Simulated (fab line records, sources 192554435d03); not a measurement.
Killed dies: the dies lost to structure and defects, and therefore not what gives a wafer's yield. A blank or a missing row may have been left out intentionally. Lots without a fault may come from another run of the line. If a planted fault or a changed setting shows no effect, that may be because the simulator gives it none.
Chamber matching -- flow n5 finfet -- 4 sister chambers for N5_BEOL_M8_STRIP_19 on rie diel-02
The step strips in O2. 4 wafers are shown with their chamber, then 10 later ones without.

## EACH WAFER AND ITS CHAMBER
wafer,chamber,drypump motor current A (A)
L083.6,0,5.0
L085.6,1,5.5
L087.1,3,5.9
L087.5,2,6.2

## WAFERS MISSING THEIR CHAMBER
wafer,drypump motor current A (A)
L087.6,5.9
L090.2,5.0
L090.3,6.3
L090.5,6.0
L091.2,6.3
L091.3,6.0
L091.6,5.5
L097.3,5.0
L097.5,5.5
L097.6,6.2

## CHAMBER TAKEN BY EACH
wafer,from the rows above,in truth
L087.6,3,3
L090.2,0,0
L090.3,2,2
L090.5,can't be placed: 3 or 2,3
L091.2,2,2
L091.3,can't be placed: 3 or 2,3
L091.6,1,1
L097.3,0,0
L097.5,1,1
L097.6,2,2
8 of 10 placed correctly. Cannot be placed on the basis of these rows: 2; the candidates contain the true chamber in 2. Wrongly placed: 0.
How it was worked out, from the rows above alone: a wafer's distance from a chamber is the root of the sum, over the readings, of the square of ((its reading less the chamber's mean) divided by the reading's scatter). The wafer belongs to the nearest chamber; if the next one is less than 2 further off, it can't be placed. For every chamber, the mean is computed from those of its wafers that are shown. The scatter (one wafer shown for each chamber): square how far every hidden wafer sits from the nearest shown wafer, average those squares and take the square root.
